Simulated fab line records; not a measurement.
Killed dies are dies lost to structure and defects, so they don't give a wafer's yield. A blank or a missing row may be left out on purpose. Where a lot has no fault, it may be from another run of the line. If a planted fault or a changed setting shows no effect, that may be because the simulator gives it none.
fab line records | flow n5Finfet
record lots=7 wafers=39
route steps=1938 shown WELL_APT@26 PMOS_HMC_CHANNEL_EPI@68 SD_EPI_N@278 HKMG_FIN@386 MOL_CONTACT_COAG@547 BEOL_M2@928 BEOL_M3@950 BEOL_M5@1179 BEOL_M6@1254 BEOL_M9@1417 BEOL_M11@1592 BEOL_M15@1809 PASSIVATION@1916
startH: the number of hours between the record's first day and the start of the first shown wafer of the lot | waitH: how many hours have passed since the lot's step before this one | " unchanged from the row above | L1.1+2: several wafers, shown together as one row | - either no value or no given start | * or withheld: withheld | < > ~ a bound
route shown NAME@n: NAME is a module with steps in the file, n the number in the route of the first one | usual: the fault-free wafers' mean and standard deviation | same: alike in all rows | chamber/n: place in a boat | sites: per-site readings | _std_site: the values' standard deviation | _edge_site: outer sites' mean less inner sites' | radiusMm: how far each site lies from the wafer's centre | mask NAME#n: copy n | behind: the last tool/chamber to shape the wafer | hold: what put the lot on hold/how long, in hours/how the hold closed | device: the transistor (n, p or np) that didn't switch | end of line: tests of these same wafers at the route's end | a step with no rows: only its recipe | killed: at the first sort, the dies lost to defects and structure; wafer yield is something else | map: a wafer's dies, marking killed ones x, the rest . and places with no die _
set.NAME: the setting that was run; set.NAME@STEP: the one run at that earlier step | model.NAME: the simulator's own value behind a step, which no gauge read
lots where settings were altered on purpose, with a table for each step and a row for each wafer
## steps
# step N5_WELL_APT_DEVELOP_07
# recipe developTimeS=45 rinseLiquid=surfactantRinse dry=airSpin devTempC=21
# step N5_PMOS_HMC_CHANNEL_EPI_DESCUM_14
# recipe chemistry=O2 timeS=7.9 sourcePowerW=50 biasPowerW=20 pressureMtorr=20 rfFrequencyHz=2.712e+07 tempC=40 resist=CAR-ArF-block o2FlowSccm=225
# step N5_SD_EPI_N_ETCH_45
# recipe chemistry=CH3F/O2 target=SiOCN targetDepthA=60 maskMaterial=SOC ionEnergyEv=60 biasW=29 pressureMtorr=15 sourceW=410 Ar_flow_sccm=150 CH3F_flow_sccm=30 O2_flow_sccm=20
# step N5_HKMG_FIN_HK_ALD_01
# recipe material=HfO2 targetThkA=16 tempC=withheld aldPrecursorFamily=HfCl4 aldCoReactant=H2O pulseTimeS=3 purgeTimeS=3 coReactantPurgeTimeS=2.5 coReactantPulseTimeS=0.3 aldCycles=30
# step N5_MOL_CONTACT_COAG_SPUTTER_143
# recipe material=Co targetThkA=25 tempC=25 chamberPressurePa=0.2
# step N5_BEOL_M2_DEP_57
# recipe material=SiCN targetThkA=80 tempC=withheld precursor=3MS/NH3 pressureTorr=3 rfW=202 timeS=14
# step N5_BEOL_M3_ETCH_64
# recipe chemistry=N2/H2 target=SOC targetDepthA=750 overetchA=150 maskMaterial=SiARC tempC=40 timeS=112.5 ionEnergyEv=200 pressureMtorr=30 sourceW=840 biasW=150 n2FlowSccm=200 h2FlowSccm=200
# step N5_BEOL_M5_SPUTTER_83
# recipe material=Cu targetThkA=150 tempC=-20 chamberPressurePa=0.07 powerW=withheld timeS=27.62
# step N5_BEOL_M6_SPUTTER_48
# recipe material=Cu targetThkA=100 tempC=-20 biasV=60 powerW=26000 chamberPressurePa=0.13 timeS=1.667
# step N5_BEOL_M9_DESCUM_16
# recipe chemistry=O2 timeS=7.9 sourcePowerW=50 biasPowerW=20 pressureMtorr=20 rfFrequencyHz=2.712e+07 tempC=40 resist=CAR-ArF o2FlowSccm=225
# step N5_BEOL_M11_CVD_75
# recipe material=Co targetThkA=20 tempC=withheld precursor=CCTBA/H2 pressureTorr=30 timeS=138.9
# step N5_BEOL_M15_TRENCH_ETCH_34
# recipe chemistry=C4F8/O2/Ar target=SiO2 targetDepthA=8729.3 heInnerTorr=15 heOuterTorr=30 timeS=199 ionEnergyEv=800 pressureMtorr=20 sourceW=1905 biasW=2040 Ar_flow_sccm=400 C4F8_flow_sccm=16 O2_flow_sccm=12
# step N5_PASSIVATION_PECVD_35
# recipe material=SiNx targetThkA=7000 tempC=400 precursor=SiH4/NH3/N2 pressureTorr=4.9 rfW=1406 timeS=151.3
# step N5_PASSIVATION_PROBE_49
# usual killed_at_M4_up=14/6.3
# columns lot.wafer tool chamber startH waitH set.developTimeS@WELL_APT_DEVELOP_07 set.timeS@PMOS_HMC_CHANNEL_EPI_DESCUM_14 set.targetDepthA@SD_EPI_N_ETCH_45 set.aldCycles@HKMG_FIN_HK_ALD_01 set.targetThkA@MOL_CONTACT_COAG_SPUTTER_143 set.targetThkA@BEOL_M2_DEP_57 set.timeS@BEOL_M3_ETCH_64 set.timeS@BEOL_M5_SPUTTER_83 set.targetThkA@BEOL_M6_SPUTTER_48 set.timeS@BEOL_M9_DESCUM_16 set.targetThkA@BEOL_M11_CVD_75 set.targetDepthA@BEOL_M15_TRENCH_ETCH_34 set.timeS@PASSIVATION_PECVD_35 killed_at_M4_up
L077.1 prober-01 - 309.80 0.0 27.79 4.349 24.94 43 25 80 177.8 40.62 126 5.443 23.69 5194 151.3 23
L077.2 prober-01 - 309.85 0.1 45 7.9 24.94 43 25 51.47 177.8 27.62 126 7.9 20 8729.3 151.3 9
L077.3 prober-01 - 309.90 0.1 27.79 4.349 60 30 25 51.47 112.5 40.62 100 7.9 20 5194 151.3 29
L077.4 prober-01 - 309.95 0.2 45 7.9 60 30 25 51.47 177.8 27.62 100 5.443 20 8729.3 151.3 13
L077.5 prober-01 - 310.00 0.2 27.79 7.9 60 43 25 80 112.5 27.62 126 5.443 23.69 5194 151.3 27
L077.6 prober-01 - 310.05 0.3 45 4.349 24.94 30 25 80 112.5 40.62 100 7.9 23.69 8729.3 151.3 13
L080.1 prober-01 - 328.19 0.0 45 7.9 60 36 25 80 112.5 27.62 71.85 7.9 20 7189 193 33
L080.2 prober-01 - 328.24 0.1 67.08 4.574 60 36 25 41.88 166.4 27.62 100 11.59 20 8729.3 151.3 16
L080.3 prober-01 - 328.29 0.1 67.08 7.9 60 30 31.94 41.88 112.5 27.62 100 7.9 16.07 7189 151.3 11
L080.4 prober-01 - 328.34 0.2 67.08 7.9 60 30 25 80 166.4 27.62 71.85 11.59 16.07 7189 151.3 19
L080.5 prober-01 - 328.39 0.2 45 4.574 60 36 31.94 41.88 112.5 27.62 71.85 11.59 20 8729.3 193 23
L080.6 prober-01 - 328.44 0.3 45 4.574 60 30 31.94 80 166.4 27.62 100 7.9 16.07 8729.3 193 10
L081.1 prober-02 - 332.77 0.0 45 7.9 60 30 25 80 112.5 27.62 100 7.9 20 8729.3 151.3 20
L081.2 prober-02 - 332.82 0.1 45 7.9 60 30 25 80 112.5 27.62 100 7.9 20 8729.3 151.3 30
L081.4 prober-02 - 332.92 0.2 45 7.9 60 30 25 80 112.5 27.62 100 7.9 20 8729.3 151.3 25
L084.1 prober-01 - 337.73 0.0 45 7.9 60 30 25 80 112.5 42.18 100 7.9 28.89 8729.3 151.3 5
L084.2 prober-01 - 337.78 0.1 24.06 7.9 60 17 25 52.86 112.5 42.18 100 7.9 20 11450 151.3 10
L084.3 prober-01 - 337.83 0.1 45 4.928 60 30 37.56 80 112.5 27.62 128.9 7.9 20 8729.3 151.3 19
L084.4 prober-01 - 337.88 0.2 24.06 7.9 60 17 37.56 52.86 112.5 27.62 100 7.9 28.89 8729.3 151.3 12
L084.5 prober-01 - 337.93 0.2 45 4.928 60 17 37.56 80 112.5 42.18 128.9 7.9 28.89 11450 151.3 8
L084.6 prober-01 - 337.98 0.3 24.06 4.928 60 30 25 52.86 112.5 27.62 128.9 7.9 20 11450 151.3 13
L089.1 prober-01 - 397.68 0.0 45 10.7 45.51 40 25 115.4 112.5 27.62 100 11.4 20 6894 151.3 14
L089.2 prober-01 - 397.73 0.1 45 7.9 60 40 18.85 80 112.5 34.42 77.84 7.9 20 6894 151.3 19
L089.3 prober-01 - 397.78 0.1 45 7.9 60 30 18.85 115.4 112.5 34.42 77.84 11.4 20 8729.3 151.3 31
L089.4 prober-01 - 397.83 0.2 45 7.9 45.51 30 25 80 112.5 34.42 100 11.4 20 8729.3 151.3 14
L089.5 prober-01 - 397.88 0.2 45 10.7 60 30 25 80 112.5 27.62 77.84 7.9 20 6894 151.3 20
L089.6 prober-01 - 397.93 0.3 45 10.7 45.51 40 18.85 115.4 112.5 27.62 100 7.9 20 8729.3 151.3 11
L091.1 prober-01 - 414.10 0.0 45 11.63 47.87 24 25 39.58 137.8 27.62 62.42 7.9 15.01 8729.3 181.2 53
L091.2 prober-01 - 414.15 0.1 45 11.63 60 24 14.69 80 137.8 32.32 100 12.29 20 13810 151.3 12
L091.3 prober-01 - 414.20 0.1 24.13 11.63 47.87 30 14.69 80 112.5 27.62 100 12.29 15.01 13810 181.2 10
L091.4 prober-01 - 414.25 0.2 24.13 7.9 60 30 25 80 112.5 32.32 62.42 7.9 20 13810 181.2 58
L091.5 prober-01 - 414.30 0.2 24.13 7.9 60 24 25 39.58 112.5 32.32 62.42 12.29 15.01 8729.3 151.3 40
L091.6 prober-01 - 414.35 0.3 45 7.9 47.87 30 14.69 39.58 137.8 27.62 100 7.9 20 8729.3 151.3 9
L093.1 prober-01 - 424.41 0.0 45 6.422 60 30 13.25 80 112.5 27.62 60.99 7.9 20 8729.3 74.36 64
L093.2 prober-01 - 424.46 0.1 69.22 7.9 78.51 30 25 80 112.5 27.62 100 10.63 28.96 8729.3 74.36 16
L093.3 prober-01 - 424.51 0.1 45 6.422 60 24 25 80 68.99 27.62 60.99 7.9 28.96 8729.3 74.36 54
L093.4 prober-01 - 424.56 0.2 69.22 6.422 78.51 24 13.25 80 68.99 27.62 100 10.63 20 8729.3 151.3 22
L093.5 prober-01 - 424.61 0.2 69.22 7.9 60 30 13.25 80 68.99 27.62 60.99 10.63 20 8729.3 151.3 90
L093.6 prober-01 - 424.66 0.3 45 7.9 78.51 24 25 80 112.5 27.62 100 7.9 28.96 8729.3 151.3 21
# killed by level:class
L077.1 BEOL_M0_SAQP:geometricParticle:open=14 FIN_SAQP:geometricParticle:short=12 BEOL_M1:geometricParticle:open=11 BEOL_M15:areaEcd=8 MOL_CONTACT_COAG:geometricParticle:open=6 BEOL_M0_SAQP:geometricParticle:short=6 DUMMY_GATE:geometricParticle:open=5 FIN_SAQP:geometricParticle:open=4
L077.2 BEOL_M0_SAQP:geometricParticle:short=7 STI_FIN_REVEAL:geometricParticle:open=6 GATE_CUT:geometricParticle:short=6 BEOL_M1:geometricParticle:open=6 MOL_CONTACT_COAG:geometricParticle:short=4 MOL_CONTACT_COAG:geometricParticle:open=4 BEOL_M3:geometricParticle:short=4 BEOL_M4:geometricParticle:open=4
L077.3 BEOL_M15:areaEcd=17 MOL_CONTACT_COAG:geometricParticle:open=13 BEOL_M1:geometricParticle:open=12 FIN_SAQP:geometricParticle:short=7 STI_FIN_REVEAL:geometricParticle:open=6 BEOL_M0_SAQP:geometricParticle:open=6 DUMMY_GATE:geometricParticle:open=5 BEOL_M0_SAQP:geometricParticle:short=4
L077.4 BEOL_M1:geometricParticle:open=14 BEOL_M3:geometricParticle:open=14 MOL_CONTACT_COAG:geometricParticle:open=10 FIN_SAQP:geometricParticle:short=7 FIN_SAQP:geometricParticle:open=5 ILD0:geometricParticle:short=4 BEOL_M4:geometricParticle:open=4 STARTING-WAFER:geometricParticle:short=4
L077.5 BEOL_M15:areaEcd=18 MOL_CONTACT_COAG:geometricParticle:open=15 STI_FIN_REVEAL:geometricParticle:open=10 BEOL_M0_SAQP:geometricParticle:short=10 FIN_SAQP:geometricParticle:short=8 FIN_SAQP:geometricParticle:open=6 BEOL_M3:geometricParticle:open=6 MOL_CONTACT_COAG:geometricParticle:short=5
L077.6 BEOL_M1:geometricParticle:open=10 STI_FIN_REVEAL:geometricParticle:open=5 BEOL_M0_SAQP:geometricParticle:short=5 DUMMY_GATE:geometricParticle:open=4 BEOL_M5:geometricParticle:open=4 DUMMY_GATE:geometricParticle:short=3 GATE_CUT:geometricParticle:short=3 MOL_CONTACT_COAG:geometricParticle:short=3
L080.1 PASSIVATION:areaPecvd=1078 MOL_CONTACT_COAG:geometricParticle:open=14 BEOL_M6:interfaceVoidOpened=12 BEOL_M4:geometricParticle:open=8 BEOL_M0_SAQP:geometricParticle:short=6 FIN_SAQP:geometricParticle:open=5 BEOL_M3:geometricParticle:open=5 FIN_SAQP:geometricParticle:short=4
L080.2 MOL_CONTACT_COAG:geometricParticle:open=35 BEOL_M4:geometricParticle:open=7 GATE_CUT:geometricParticle:short=6 BEOL_M0_SAQP:geometricParticle:short=6 PASS1_CAP:geometricParticle:open=5 STI_FIN_REVEAL:geometricParticle:open=5 DUMMY_GATE:geometricParticle:open=5 MOL_CONTACT_COAG:geometricParticle:short=5
L080.3 MOL_CONTACT_COAG:geometricParticle:open=17 FIN_SAQP:geometricParticle:open=13 FIN_SAQP:geometricParticle:short=12 STI_FIN_REVEAL:geometricParticle:open=8 MOL_CONTACT_COAG:geometricParticle:short=5 BEOL_M2:geometricParticle:open=5 SPACER0:geometricParticle:open=4 GATE_CUT:geometricParticle:open=4
L080.4 MOL_CONTACT_COAG:geometricParticle:open=22 STI_FIN_REVEAL:geometricParticle:open=9 BEOL_M6:interfaceVoidOpened=8 GATE_CUT:geometricParticle:short=7 FIN_SAQP:geometricParticle:open=5 BEOL_M2:geometricParticle:open=4 BEOL_M3:geometricParticle:open=4 BEOL_M5:geometricParticle:open=4
L080.5 PASSIVATION:areaPecvd=1075 MOL_CONTACT_COAG:geometricParticle:open=15 BEOL_M0_SAQP:geometricParticle:open=12 BEOL_M6:interfaceVoidOpened=9 FIN_SAQP:geometricParticle:open=7 BEOL_M0_SAQP:geometricParticle:short=7 SDB:geometricParticle:short=5 FIN_SAQP:geometricParticle:short=4
L080.6 PASSIVATION:areaPecvd=1095 MOL_CONTACT_COAG:geometricParticle:open=18 MOL_CONTACT_COAG:geometricParticle:short=8 BEOL_M1:geometricParticle:short=7 BEOL_M4:geometricParticle:open=6 BEOL_M1:geometricParticle:open=6 STI_FIN_REVEAL:geometricParticle:open=4 BEOL_M2:geometricParticle:open=4
L081.1 MOL_CONTACT_COAG:geometricParticle:open=18 STI_FIN_REVEAL:geometricParticle:open=16 BEOL_M4:geometricParticle:open=8 FIN_SAQP:geometricParticle:open=7 BEOL_M0_SAQP:geometricParticle:open=7 STI_FIN_REVEAL:geometricParticle:short=5 GATE_CUT:geometricParticle:short=5 BEOL_M0_SAQP:geometricParticle:short=5
L081.2 STI_FIN_REVEAL:geometricParticle:open=23 MOL_CONTACT_COAG:geometricParticle:open=12 BEOL_M4:geometricParticle:open=10 FIN_SAQP:geometricParticle:short=9 FIN_SAQP:geometricParticle:open=8 BEOL_M5:geometricParticle:open=6 STI_FIN_REVEAL:geometricParticle:short=4 ILD0:geometricParticle:short=4
L081.4 MOL_CONTACT_COAG:geometricParticle:open=18 STI_FIN_REVEAL:geometricParticle:open=12 FIN_SAQP:geometricParticle:open=10 BEOL_M1:geometricParticle:open=9 GATE_CUT:geometricParticle:short=8 BEOL_M4:geometricParticle:open=7 BEOL_M5:geometricParticle:open=5 BEOL_M0_SAQP:geometricParticle:open=5
L084.1 FIN_SAQP:geometricParticle:open=15 MOL_CONTACT_COAG:geometricParticle:open=12 BEOL_M3:geometricParticle:open=11 BEOL_M0_SAQP:geometricParticle:open=9 BEOL_M1:geometricParticle:open=8 STI_FIN_REVEAL:geometricParticle:open=7 GATE_CUT:geometricParticle:short=6 BEOL_M0_SAQP:geometricParticle:short=5
L084.2 BEOL_M0_SAQP:geometricParticle:short=10 BEOL_M0_SAQP:geometricParticle:open=10 BEOL_M1:geometricParticle:open=9 MOL_CONTACT_COAG:geometricParticle:open=8 BEOL_M1:geometricParticle:short=7 BEOL_M3:geometricParticle:open=7 FIN_SAQP:geometricParticle:open=5 STI_FIN_REVEAL:geometricParticle:open=5
L084.3 STI_FIN_REVEAL:geometricParticle:open=13 BEOL_M4:geometricParticle:open=10 MOL_CONTACT_COAG:geometricParticle:open=7 FIN_SAQP:geometricParticle:short=6 BEOL_M1:geometricParticle:open=6 BEOL_M0_SAQP:geometricParticle:short=6 BEOL_M3:geometricParticle:open=6 FIN_SAQP:geometricParticle:open=5
L084.4 BEOL_M0_SAQP:geometricParticle:short=17 BEOL_M0_SAQP:geometricParticle:open=13 STI_FIN_REVEAL:geometricParticle:open=12 BEOL_M4:geometricParticle:open=11 BEOL_M1:geometricParticle:open=8 BEOL_M3:geometricParticle:open=8 BEOL_M1:geometricParticle:short=7 GATE_CUT:geometricParticle:short=6
L084.5 BEOL_M0_SAQP:geometricParticle:open=11 BEOL_M3:geometricParticle:open=10 FIN_SAQP:geometricParticle:open=8 BEOL_M0_SAQP:geometricParticle:short=8 BEOL_M1:geometricParticle:open=5 DUMMY_GATE:geometricParticle:open=4 MOL_CONTACT_COAG:geometricParticle:open=4 GATE_CUT:geometricParticle:open=3
L084.6 BEOL_M0_SAQP:geometricParticle:open=20 BEOL_M0_SAQP:geometricParticle:short=14 MOL_CONTACT_COAG:geometricParticle:open=10 GATE_CUT:geometricParticle:short=8 STI_FIN_REVEAL:geometricParticle:open=7 FIN_SAQP:geometricParticle:open=4 BEOL_M4:geometricParticle:open=4 DUMMY_GATE:geometricParticle:open=3
L089.1 STI_FIN_REVEAL:geometricParticle:open=20 FIN_SAQP:geometricParticle:short=10 BEOL_M3:geometricParticle:open=8 BEOL_M0:geometricParticle:open=7 BEOL_M0_SAQP:geometricParticle:open=6 BEOL_M0_SAQP:geometricParticle:short=5 FIN_SAQP:geometricParticle:open=4 BEOL_M4:geometricParticle:short=4
L089.2 STI_FIN_REVEAL:geometricParticle:open=14 FIN_SAQP:geometricParticle:open=5 FIN_SAQP:geometricParticle:short=5 BEOL_M6:interfaceVoidOpened=4 DUMMY_GATE:geometricParticle:open=4 MOL_CONTACT_COAG:geometricParticle:short=4 BEOL_M0_SAQP:geometricParticle:open=4 BEOL_M3:geometricParticle:open=4
L089.3 STI_FIN_REVEAL:geometricParticle:open=20 BEOL_M4:geometricParticle:open=17 FIN_SAQP:geometricParticle:short=7 BEOL_M0_SAQP:geometricParticle:open=7 MOL_CONTACT_COAG:geometricParticle:open=6 GATE_CUT:geometricParticle:short=5 BEOL_M3:geometricParticle:open=4 BEOL_M0_SAQP:geometricParticle:short=4
L089.4 FIN_SAQP:geometricParticle:short=9 BEOL_M4:geometricParticle:open=7 STI_FIN_REVEAL:geometricParticle:open=6 MOL_CONTACT_COAG:geometricParticle:open=6 BEOL_M0_SAQP:geometricParticle:open=6 DUMMY_GATE:geometricParticle:open=5 BEOL_M0_SAQP:geometricParticle:short=5 FIN_SAQP:geometricParticle:open=4
L089.5 STI_FIN_REVEAL:geometricParticle:open=17 BEOL_M0_SAQP:geometricParticle:open=12 BEOL_M1:geometricParticle:open=9 BEOL_M4:geometricParticle:open=7 MOL_CONTACT_COAG:geometricParticle:open=6 BEOL_M0_SAQP:geometricParticle:short=6 DUMMY_GATE:geometricParticle:open=4 FIN_SAQP:geometricParticle:short=3
L089.6 FIN_SAQP:geometricParticle:short=12 FIN_SAQP:geometricParticle:open=9 BEOL_M0_SAQP:geometricParticle:short=7 BEOL_M1:geometricParticle:open=6 STARTING-WAFER:geometricParticle:short=5 MOL_CONTACT_COAG:geometricParticle:open=4 STI_FIN_REVEAL:geometricParticle:open=3 DUMMY_GATE:geometricParticle:open=3
L091.1 PASSIVATION:areaPecvd=1037 BEOL_M6:interfaceVoidOpened=42 FIN_SAQP:geometricParticle:open=15 BEOL_M1:geometricParticle:open=10 MOL_CONTACT_COAG:geometricParticle:open=10 DUMMY_GATE:geometricParticle:open=8 BEOL_M0_SAQP:geometricParticle:short=7 STI_FIN_REVEAL:geometricParticle:open=5
L091.2 FIN_SAQP:geometricParticle:open=14 BEOL_M0_SAQP:geometricParticle:short=12 MOL_CONTACT_COAG:geometricParticle:open=9 BEOL_M0_SAQP:geometricParticle:open=9 STI_FIN_REVEAL:geometricParticle:open=8 BEOL_M4:geometricParticle:open=6 FIN_SAQP:geometricParticle:short=5 BEOL_M1:geometricParticle:open=5
L091.3 PASSIVATION:areaPecvd=1080 STI_FIN_REVEAL:geometricParticle:open=22 BEOL_M0_SAQP:geometricParticle:open=10 BEOL_M1:geometricParticle:open=8 FIN_SAQP:geometricParticle:open=7 MOL_CONTACT_COAG:geometricParticle:open=6 DUMMY_GATE:geometricParticle:open=4 STI_FIN_REVEAL:geometricParticle:short=3
L091.4 PASSIVATION:areaPecvd=1059 BEOL_M6:interfaceVoidOpened=42 FIN_SAQP:geometricParticle:open=8 BEOL_M3:geometricParticle:open=8 FIN_SAQP:geometricParticle:short=6 BEOL_M2:geometricParticle:open=6 DUMMY_GATE:geometricParticle:open=5 BEOL_M4:geometricParticle:open=5
L091.5 BEOL_M6:interfaceVoidOpened=35 BEOL_M2:geometricParticle:open=14 FIN_SAQP:geometricParticle:open=7 FIN_SAQP:geometricParticle:short=6 DUMMY_GATE:geometricParticle:open=6 MOL_CONTACT_COAG:geometricParticle:open=5 STI_FIN_REVEAL:geometricParticle:open=4 BEOL_M3:geometricParticle:open=4
L091.6 FIN_SAQP:geometricParticle:open=10 DUMMY_GATE:geometricParticle:open=8 BEOL_M3:geometricParticle:open=8 BEOL_M1:geometricParticle:open=7 STARTING-WAFER:geometricParticle:open=6 MOL_CONTACT_COAG:geometricParticle:open=5 BEOL_M0_SAQP:geometricParticle:short=5 GATE_CUT:geometricParticle:short=4
L093.1 BEOL_M6:interfaceVoidOpened=38 BEOL_M4:geometricParticle:open=17 STI_FIN_REVEAL:geometricParticle:open=12 FIN_SAQP:geometricParticle:open=9 BEOL_M3:geometricParticle:open=9 FIN_SAQP:geometricParticle:short=8 MOL_CONTACT_COAG:geometricParticle:open=6 STARTING-WAFER:geometricParticle:open=4
L093.2 MOL_CONTACT_COAG:geometricParticle:open=8 BEOL_M4:geometricParticle:open=8 HKMG_FIN:areaEtch=8 BEOL_M2:geometricParticle:open=6 DUMMY_GATE:geometricParticle:open=5 GATE_CUT:geometricParticle:short=5 GATE_CUT:geometricParticle:open=5 BEOL_M0_SAQP:geometricParticle:short=5
L093.3 BEOL_M3:areaEtch=709 BEOL_M6:interfaceVoidOpened=40 MOL_CONTACT_COAG:geometricParticle:open=14 BEOL_M3:geometricParticle:open=12 FIN_SAQP:geometricParticle:open=10 BEOL_M4:geometricParticle:open=7 STI_FIN_REVEAL:geometricParticle:open=6 BEOL_M2:geometricParticle:open=5
L093.4 BEOL_M3:areaEtch=1052 BEOL_M4:geometricParticle:open=12 MOL_CONTACT_COAG:geometricParticle:open=11 FIN_SAQP:geometricParticle:short=7 BEOL_M2:geometricParticle:open=7 FIN_SAQP:geometricParticle:open=6 DUMMY_GATE:geometricParticle:open=4 BEOL_M0_SAQP:geometricParticle:open=4
L093.5 BEOL_M3:areaEtch=907 BEOL_M6:interfaceVoidOpened=52 BEOL_M4:geometricParticle:open=23 MOL_CONTACT_COAG:geometricParticle:open=7 FIN_SAQP:geometricParticle:short=6 STI_FIN_REVEAL:geometricParticle:open=6 BEOL_M2:geometricParticle:open=6 FIN_SAQP:geometricParticle:open=5
L093.6 BEOL_M4:geometricParticle:open=13 BEOL_M3:geometricParticle:open=13 FIN_SAQP:geometricParticle:open=8 BEOL_M2:geometricParticle:open=6 BEOL_M3:geometricParticle:short=5 STI_FIN_REVEAL:geometricParticle:open=4 DUMMY_GATE:geometricParticle:open=4 MOL_CONTACT_COAG:geometricParticle:open=4
## key
split step=N5_WELL_APT_DEVELOP_07 setting=developTimeS statedAs=45
response none clear
split step=N5_PMOS_HMC_CHANNEL_EPI_DESCUM_14 setting=timeS statedAs=7.9
response none clear
split step=N5_SD_EPI_N_ETCH_45 setting=targetDepthA statedAs=60
response none clear
split step=N5_HKMG_FIN_HK_ALD_01 setting=aldCycles statedAs=30
response none clear
split step=N5_MOL_CONTACT_COAG_SPUTTER_143 setting=targetThkA statedAs=25
response none clear
split step=N5_BEOL_M2_DEP_57 setting=targetThkA statedAs=80
response none clear
split step=N5_BEOL_M3_ETCH_64 setting=timeS statedAs=112.5
response none clear
split step=N5_BEOL_M5_SPUTTER_83 setting=timeS statedAs=27.62
response none clear
split step=N5_BEOL_M6_SPUTTER_48 setting=targetThkA statedAs=100
response step=N5_PASSIVATION_PROBE_49 reading=killed_at_M4_up slope=-0.734 per=1% togetherWith=all explained=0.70
split step=N5_BEOL_M9_DESCUM_16 setting=timeS statedAs=7.9
response none clear
split step=N5_BEOL_M11_CVD_75 setting=targetThkA statedAs=20
response none clear
split step=N5_BEOL_M15_TRENCH_ETCH_34 setting=targetDepthA statedAs=8729.3
response none clear
split step=N5_PASSIVATION_PECVD_35 setting=timeS statedAs=151.3
response none clear
